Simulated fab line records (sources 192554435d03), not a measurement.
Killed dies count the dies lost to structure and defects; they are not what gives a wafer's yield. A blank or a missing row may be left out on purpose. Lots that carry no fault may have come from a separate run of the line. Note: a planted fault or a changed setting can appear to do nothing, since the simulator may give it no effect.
Which tool was responsible? || flow n5 finfet || 8 lots with 23 wafers sampled at 8 steps, on a route of 1938 steps

== WHAT EACH GAUGE READ, for each wafer ==
N5_BEOL_M4_INSPECT_30: inspects for defects (brightfield).
{"lot": "L766", "measured": "day 8 14:44", "on": "defect inspect-01", "raw defect count": "807 453 423"}
{"lot": "L773", "measured": "day 9 20:55", "on": "defect inspect-02", "raw defect count": "326 351 405"}
{"lot": "L774", "measured": "day 10 06:46", "on": "defect inspect-01", "raw defect count": "433 463 383"}
{"lot": "L775", "measured": "day 10 21:59", "on": "defect inspect-02", "raw defect count": "435 497"}
{"lot": "L781", "measured": "day 12 08:26", "on": "defect inspect-01", "raw defect count": "417 432 398"}
{"lot": "L782", "measured": "day 13 03:06", "on": "defect inspect-01", "raw defect count": "540 629 607"}
{"lot": "L785", "measured": "day 13 09:40", "on": "defect inspect-01", "raw defect count": "436 527 457"}
{"lot": "L786", "measured": "day 13 14:43", "on": "defect inspect-02", "raw defect count": "291 281 454"}

N5_BEOL_M4_OCD_MEAS_38.
{"lot": "L766", "measured": "day 8 18:55", "on": "ocd-02", "trench depth nm (nm)": "55.5 56.2 56.4"}
{"lot": "L773", "measured": "day 10 00:23", "on": "ocd-01", "trench depth nm (nm)": "55.6 55.7 56.3"}
{"lot": "L774", "measured": "day 10 13:06", "on": "ocd-01", "trench depth nm (nm)": "66.8 55.4 56.9"}
{"lot": "L775", "measured": "day 11 02:33", "on": "ocd-01", "trench depth nm (nm)": "56.0 66.6"}
{"lot": "L781", "measured": "day 12 10:46", "on": "ocd-01", "trench depth nm (nm)": "55.1 55.7 55.6"}
{"lot": "L782", "measured": "day 13 04:44", "on": "ocd-02", "trench depth nm (nm)": "56.8 56.3 56.3"}
{"lot": "L785", "measured": "day 13 13:25", "on": "ocd-01", "trench depth nm (nm)": "56.5 54.9 55.7"}
{"lot": "L786", "measured": "day 13 17:05", "on": "ocd-02", "trench depth nm (nm)": "54.8 54.0 54.7"}

N5_BEOL_M4_THK_MEAS_53: measures by xrf.
{"lot": "L766", "measured": "day 8 22:50", "on": "film metro-01", "M4_THK (nm)": "41.2 40.8 40.9"}
{"lot": "L773", "measured": "day 10 04:25", "on": "film metro-01", "M4_THK (nm)": "42.5 40.9 41.9"}
{"lot": "L774", "measured": "day 10 16:46", "on": "film metro-01", "M4_THK (nm)": "52.7 38.3 42.8"}
{"lot": "L775", "measured": "day 11 06:34", "on": "film metro-01", "M4_THK (nm)": "41.3 53.2"}
{"lot": "L781", "measured": "day 12 14:31", "on": "film metro-02", "M4_THK (nm)": "40.3 41.0 38.3"}
{"lot": "L782", "measured": "day 13 08:26", "on": "film metro-01", "M4_THK (nm)": "40.4 42.0 43.9"}
{"lot": "L785", "measured": "day 13 17:03", "on": "film metro-01", "M4_THK (nm)": "40.4 39.8 41.3"}
{"lot": "L786", "measured": "day 13 21:09", "on": "film metro-01", "M4_THK (nm)": "37.7 38.1 38.9"}

N5_BEOL_M4_RS_MEAS_58: uses a four-point probe to measure.
{"lot": "L766", "measured": "day 8 23:07", "on": "film metro-02", "M4_RS (ohm/sq)": "0.66 0.66 0.66"}
{"lot": "L773", "measured": "day 10 04:42", "on": "film metro-02", "M4_RS (ohm/sq)": "0.62 0.65 0.63"}
{"lot": "L774", "measured": "day 10 17:01", "on": "film metro-02", "M4_RS (ohm/sq)": "0.48 0.71 0.62"}
{"lot": "L775", "measured": "day 11 06:50", "on": "film metro-01", "M4_RS (ohm/sq)": "0.65 0.47"}
{"lot": "L781", "measured": "day 12 14:52", "on": "film metro-01", "M4_RS (ohm/sq)": "0.67 0.66 0.72"}
{"lot": "L782", "measured": "day 13 08:42", "on": "film metro-01", "M4_RS (ohm/sq)": "0.66 0.63 0.59"}
{"lot": "L785", "measured": "day 13 17:34", "on": "film metro-02", "M4_RS (ohm/sq)": "0.66 0.68 0.65"}
{"lot": "L786", "measured": "day 13 21:25", "on": "film metro-01", "M4_RS (ohm/sq)": "0.72 0.71 0.70"}

N5_BEOL_M4_RC_MEAS_101.
{"lot": "L766", "measured": "day 8 23:29", "on": "prober-01", "DIBL_N (mV/V)": "35.5 36.5 34.6", "DIBL_P (mV/V)": "36.7 37.4 35.5", "IOFF_N (nA/um)": "0.17 0.20 0.16", "IOFF_P (nA/um)": "0.22 0.23 0.19", "ION_N (uA/um)": "701 691 686", "ION_P (uA/um)": "472 463 464", "SS_N (mV/dec)": "71.6 71.4 71.5", "SS_P (mV/dec)": "73.9 73.5 73.5", "VT_N (mV)": "246 246 250", "VT_P (mV)": "-246 -246 -251"}
{"lot": "L773", "measured": "day 10 04:45", "on": "prober-01", "DIBL_N (mV/V)": "37.7 35.5 35.9", "DIBL_P (mV/V)": "36.4 33.3 34.8", "IOFF_N (nA/um)": "0.19 0.13 0.14", "IOFF_P (nA/um)": "0.24 0.18 0.21", "ION_N (uA/um)": "697 655 682", "ION_P (uA/um)": "474 457 469", "SS_N (mV/dec)": "71.9 71.9 71.6", "SS_P (mV/dec)": "73.2 72.4 72.8", "VT_N (mV)": "244 252 246", "VT_P (mV)": "-246 -252 -246"}
{"lot": "L774", "measured": "day 10 17:04", "on": "prober-02", "DIBL_N (mV/V)": "37.5 37.0 38.2", "DIBL_P (mV/V)": "39.5 37.7 39.3", "IOFF_N (nA/um)": "0.18 0.16 0.19", "IOFF_P (nA/um)": "0.23 0.20 0.22", "ION_N (uA/um)": "680 662 677", "ION_P (uA/um)": "463 456 458", "SS_N (mV/dec)": "71.6 71.4 71.7", "SS_P (mV/dec)": "74.5 73.6 74.7", "VT_N (mV)": "249 250 247", "VT_P (mV)": "-249 -251 -249"}
{"lot": "L775", "measured": "day 11 07:11", "on": "prober-01", "DIBL_N (mV/V)": "35.3 35.7", "DIBL_P (mV/V)": "34.5 34.5", "IOFF_N (nA/um)": "0.14 0.15", "IOFF_P (nA/um)": "0.18 0.20", "ION_N (uA/um)": "679 679", "ION_P (uA/um)": "463 461", "SS_N (mV/dec)": "71.1 71.2", "SS_P (mV/dec)": "72.3 72.8", "VT_N (mV)": "250 248", "VT_P (mV)": "-252 -249"}
{"lot": "L781", "measured": "day 12 14:55", "on": "prober-02", "DIBL_N (mV/V)": "34.0 37.2 35.8", "DIBL_P (mV/V)": "33.9 36.5 35.5", "IOFF_N (nA/um)": "0.12 0.16 0.14", "IOFF_P (nA/um)": "0.15 0.19 0.18", "ION_N (uA/um)": "664 674 676", "ION_P (uA/um)": "457 458 464", "SS_N (mV/dec)": "71.4 71.8 70.8", "SS_P (mV/dec)": "72.0 72.7 72.2", "VT_N (mV)": "256 250 252", "VT_P (mV)": "-253 -252 -255"}
{"lot": "L782", "measured": "day 13 08:45", "on": "prober-01", "DIBL_N (mV/V)": "36.3 38.7 38.8", "DIBL_P (mV/V)": "34.1 36.9 36.5", "IOFF_N (nA/um)": "0.15 0.20 0.21", "IOFF_P (nA/um)": "0.21 0.25 0.24", "ION_N (uA/um)": "680 689 686", "ION_P (uA/um)": "469 472 465", "SS_N (mV/dec)": "71.4 72.1 71.3", "SS_P (mV/dec)": "73.1 73.9 73.6", "VT_N (mV)": "249 247 247", "VT_P (mV)": "-249 -248 -248"}
{"lot": "L785", "measured": "day 13 18:07", "on": "prober-01", "DIBL_N (mV/V)": "38.1 36.0 34.3", "DIBL_P (mV/V)": "38.2 34.8 33.1", "IOFF_N (nA/um)": "0.17 0.14 0.12", "IOFF_P (nA/um)": "0.26 0.20 0.18", "ION_N (uA/um)": "678 674 669", "ION_P (uA/um)": "476 470 466", "SS_N (mV/dec)": "71.5 71.9 70.5", "SS_P (mV/dec)": "74.7 72.7 72.2", "VT_N (mV)": "251 252 254", "VT_P (mV)": "-248 -250 -251"}
{"lot": "L786", "measured": "day 13 21:46", "on": "prober-01", "DIBL_N (mV/V)": "36.0 34.6 38.6", "DIBL_P (mV/V)": "36.2 33.8 39.1", "IOFF_N (nA/um)": "0.16 0.12 0.21", "IOFF_P (nA/um)": "0.23 0.19 0.28", "ION_N (uA/um)": "678 665 692", "ION_P (uA/um)": "470 464 469", "SS_N (mV/dec)": "71.7 71.1 72.3", "SS_P (mV/dec)": "72.8 72.1 74.4", "VT_N (mV)": "248 252 247", "VT_P (mV)": "-249 -251 -247"}

== WHAT TOOL EACH LOT RAN ON (gives the tool, then ch and the chambers of the sampled wafers, and finally the start) ==
{"lot": "L766", "N5_BEOL_M4_ETCH_77": "rie diel-02 ch 0,1,2, day 8 14:49", "N5_BEOL_M4_TRENCH_ETCH_37": "rie diel-02 ch 1,2, day 8 18:46", "N5_BEOL_M4_DEGAS_44": "pvd sputter-02, day 8 19:20"}
{"lot": "L773", "N5_BEOL_M4_ETCH_77": "rie diel-01 ch 0,1,2, day 9 20:59", "N5_BEOL_M4_TRENCH_ETCH_37": "rie diel-02 ch 2,3, day 10 00:14", "N5_BEOL_M4_DEGAS_44": "pvd sputter-03, day 10 00:59"}
{"lot": "L774", "N5_BEOL_M4_ETCH_77": "rie diel-02 ch 1,2,3, day 10 06:50", "N5_BEOL_M4_TRENCH_ETCH_37": "rie diel-02 ch 0,2,3, day 10 12:56", "N5_BEOL_M4_DEGAS_44": "pvd sputter-01, day 10 13:40"}
{"lot": "L775", "N5_BEOL_M4_ETCH_77": "rie diel-02 ch 1,2, day 10 22:07", "N5_BEOL_M4_TRENCH_ETCH_37": "rie diel-02 ch 1,3, day 11 02:23", "N5_BEOL_M4_DEGAS_44": "pvd sputter-03, day 11 03:15"}
{"lot": "L781", "N5_BEOL_M4_ETCH_77": "rie diel-02 ch 1,2,3, day 12 08:35", "N5_BEOL_M4_TRENCH_ETCH_37": "rie diel-01 ch 0,1,3, day 12 10:37", "N5_BEOL_M4_DEGAS_44": "pvd sputter-03, day 12 11:07"}
{"lot": "L782", "N5_BEOL_M4_ETCH_77": "rie diel-04 ch 0,2, day 13 03:10", "N5_BEOL_M4_TRENCH_ETCH_37": "rie diel-04 ch 2,3, day 13 04:35", "N5_BEOL_M4_DEGAS_44": "pvd sputter-03, day 13 05:01"}
{"lot": "L785", "N5_BEOL_M4_ETCH_77": "rie diel-01 ch 1,2,3, day 13 09:44", "N5_BEOL_M4_TRENCH_ETCH_37": "rie diel-04 ch 0,2,3, day 13 13:16", "N5_BEOL_M4_DEGAS_44": "pvd sputter-01, day 13 13:40"}
{"lot": "L786", "N5_BEOL_M4_ETCH_77": "rie diel-04 ch 1,2, day 13 15:19", "N5_BEOL_M4_TRENCH_ETCH_37": "rie diel-01 ch 0,2,3, day 13 16:56", "N5_BEOL_M4_DEGAS_44": "pvd sputter-03, day 13 17:48"}
- N5_BEOL_M4_ETCH_77: etches underlayer in N2/H2, target depth 6.5 nm, time 5.2 s.
- N5_BEOL_M4_TRENCH_ETCH_37: etches SiOC in C4F6/O2, target depth 55.555 nm, time 29.2 s.
- N5_BEOL_M4_DEGAS_44: time 60 s.

== AS READ BY THE TOOLS THEMSELVES (means over the sampled wafers that have a number; for cases with no such wafer, the mark the record gives instead) ==
N5_BEOL_M4_ETCH_77.
{"lot": "L766", "tool": "rie diel-02", "drypump motor current A (A)": 6.0, "etch rf on time s (s)": 5.19, "h2 flow sccm (sccm)": 199.7, "n2 flow sccm (sccm)": 200.3, "oes product au (a.u.)": 0.62, "rf vpp V (V)": 523.6, "showerhead plenum p Torr (Torr)": 2.60, "throttle valve pct (%)": 18.1}
{"lot": "L773", "tool": "rie diel-01", "drypump motor current A (A)": 5.3, "etch rf on time s (s)": 5.25, "h2 flow sccm (sccm)": 200.2, "n2 flow sccm (sccm)": 200.3, "oes product au (a.u.)": 0.68, "rf vpp V (V)": 525.0, "showerhead plenum p Torr (Torr)": 2.53, "throttle valve pct (%)": 17.7}
{"lot": "L774", "tool": "rie diel-02", "drypump motor current A (A)": 5.8, "etch rf on time s (s)": 5.08, "h2 flow sccm (sccm)": 199.3, "n2 flow sccm (sccm)": 199.7, "oes product au (a.u.)": 0.62, "rf vpp V (V)": 524.6, "showerhead plenum p Torr (Torr)": 2.56, "throttle valve pct (%)": 18.1}
{"lot": "L775", "tool": "rie diel-02", "drypump motor current A (A)": 6.2, "etch rf on time s (s)": 5.12, "h2 flow sccm (sccm)": 199.3, "n2 flow sccm (sccm)": 199.2, "oes product au (a.u.)": 0.61, "rf vpp V (V)": 524.5, "showerhead plenum p Torr (Torr)": 2.58, "throttle valve pct (%)": 18.0}
{"lot": "L781", "tool": "rie diel-02", "drypump motor current A (A)": 5.8, "etch rf on time s (s)": 5.08, "h2 flow sccm (sccm)": 199.6, "n2 flow sccm (sccm)": 200.1, "oes product au (a.u.)": 0.61, "rf vpp V (V)": 523.3, "showerhead plenum p Torr (Torr)": 2.56, "throttle valve pct (%)": 18.1}
{"lot": "L782", "tool": "rie diel-04", "drypump motor current A (A)": 6.6, "etch rf on time s (s)": 5.20, "h2 flow sccm (sccm)": 199.9, "n2 flow sccm (sccm)": 199.3, "oes product au (a.u.)": 0.62, "rf vpp V (V)": 521.8, "showerhead plenum p Torr (Torr)": 2.41, "throttle valve pct (%)": 18.0}
{"lot": "L785", "tool": "rie diel-01", "drypump motor current A (A)": 5.6, "etch rf on time s (s)": 5.27, "h2 flow sccm (sccm)": 199.7, "n2 flow sccm (sccm)": 199.4, "oes product au (a.u.)": 0.65, "rf vpp V (V)": 524.0, "showerhead plenum p Torr (Torr)": 2.53, "throttle valve pct (%)": 17.7}
{"lot": "L786", "tool": "rie diel-04", "drypump motor current A (A)": 6.1, "etch rf on time s (s)": 5.07, "h2 flow sccm (sccm)": 200.2, "n2 flow sccm (sccm)": 199.5, "oes product au (a.u.)": 0.75, "rf vpp V (V)": 521.6, "showerhead plenum p Torr (Torr)": 2.47, "throttle valve pct (%)": 17.7}

N5_BEOL_M4_TRENCH_ETCH_37.
{"lot": "L766", "tool": "rie diel-02", "drypump motor current A (A)": 6.1, "oes product au (a.u.)": 0.74, "rf vpp V (V)": 673, "run length s (s)": 52.7, "showerhead plenum p Torr (Torr)": 2.91, "throttle valve pct (%)": 20.95}
{"lot": "L773", "tool": "rie diel-02", "drypump motor current A (A)": 5.3, "oes product au (a.u.)": 0.73, "rf vpp V (V)": 655, "run length s (s)": 52.4, "showerhead plenum p Torr (Torr)": 2.86, "throttle valve pct (%)": 21.16}
{"lot": "L774", "tool": "rie diel-02", "drypump motor current A (A)": 5.5, "oes product au (a.u.)": 0.81, "rf vpp V (V)": 658, "run length s (s)": 54.2, "showerhead plenum p Torr (Torr)": 2.89, "throttle valve pct (%)": 20.98}
{"lot": "L775", "tool": "rie diel-02", "drypump motor current A (A)": 5.8, "oes product au (a.u.)": 0.70, "rf vpp V (V)": 659, "run length s (s)": 55.1, "showerhead plenum p Torr (Torr)": 2.83, "throttle valve pct (%)": 21.25}
{"lot": "L781", "tool": "rie diel-01", "drypump motor current A (A)": 5.7, "oes product au (a.u.)": 0.80, "rf vpp V (V)": 656, "run length s (s)": 52.7, "showerhead plenum p Torr (Torr)": 2.89, "throttle valve pct (%)": 20.77}
{"lot": "L782", "tool": "rie diel-04", "drypump motor current A (A)": 5.6, "oes product au (a.u.)": 0.76, "rf vpp V (V)": 661, "run length s (s)": 52.7, "showerhead plenum p Torr (Torr)": 2.73, "throttle valve pct (%)": 20.94}
{"lot": "L785", "tool": "rie diel-04", "drypump motor current A (A)": 6.1, "oes product au (a.u.)": 0.74, "rf vpp V (V)": 663, "run length s (s)": 52.7, "showerhead plenum p Torr (Torr)": 2.72, "throttle valve pct (%)": 20.99}
{"lot": "L786", "tool": "rie diel-01", "drypump motor current A (A)": 5.6, "oes product au (a.u.)": 0.78, "rf vpp V (V)": 661, "run length s (s)": 52.7, "showerhead plenum p Torr (Torr)": 2.83, "throttle valve pct (%)": 20.77}

N5_BEOL_M4_DEGAS_44.
{"lot": "L766", "tool": "pvd sputter-02", "heater power w (W)": 361}
{"lot": "L773", "tool": "pvd sputter-03", "heater power w (W)": 345}
{"lot": "L774", "tool": "pvd sputter-01", "heater power w (W)": 333}
{"lot": "L775", "tool": "pvd sputter-03", "heater power w (W)": 309}
{"lot": "L781", "tool": "pvd sputter-03", "heater power w (W)": 348}
{"lot": "L782", "tool": "pvd sputter-03", "heater power w (W)": 317}
{"lot": "L785", "tool": "pvd sputter-01", "heater power w (W)": 336}
{"lot": "L786", "tool": "pvd sputter-03", "heater power w (W)": 330}

== THE ANSWER, worked out from the rows above alone ==
Rule: the lots themselves supply what counts as usual. The widest of any qualifying gaps counts: lots, ordered by their means at a reading, are off when they make up no more than a third of the lots, leave a main group of 4 or more, and stand apart from it by 3 or more times the standard deviation of that group's means. The tables above print the reading to a certain number of digits; a main group whose means all agree to those digits is not used. Also off: a lot with no number at a reading for which 4 or more lots have one. The other lots that the step has rows for count as sound. Order of review: gauges by route order, followed by the tools' own readings, for which a lot's mean as printed above is used. At the first step where some lot is off, the reading lying furthest off is the one used; lots without a number count as furthest.
Off: L774, L775, at N5_BEOL_M4_OCD_MEAS_38 (trench depth nm). The main group has a mean of 55.7 nm with a standard deviation of 0.61.
A tool fits if, at a process step before that reading, it ran every lot that is off, and no sound lot after the first of them. The gauges at N5_BEOL_M4_OCD_MEAS_38 aren't tried: what is off there is off at N5_BEOL_M4_TRENCH_ETCH_37 too, on other tools, and a gauge's error can't cause that. One fits: rie diel-02 at N5_BEOL_M4_TRENCH_ETCH_37. A fault onset in the window from L773 (day 10 00:14, its last sound lot) to L774 (day 10 12:56, its first lot off) fits.
On the lots that are off, the tool's own readings at N5_BEOL_M4_TRENCH_ETCH_37 differ by more than 5 times the standard deviation of the sound lots' means, which bears it out; run length s reads 54.7 s there versus 52.7 s on the sound lots.

== WHAT WAS PUT IN BY THE SIMULATOR ==
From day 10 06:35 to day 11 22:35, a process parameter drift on rie diel-02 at N5_BEOL_M4_TRENCH_ETCH_37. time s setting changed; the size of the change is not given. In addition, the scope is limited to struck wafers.
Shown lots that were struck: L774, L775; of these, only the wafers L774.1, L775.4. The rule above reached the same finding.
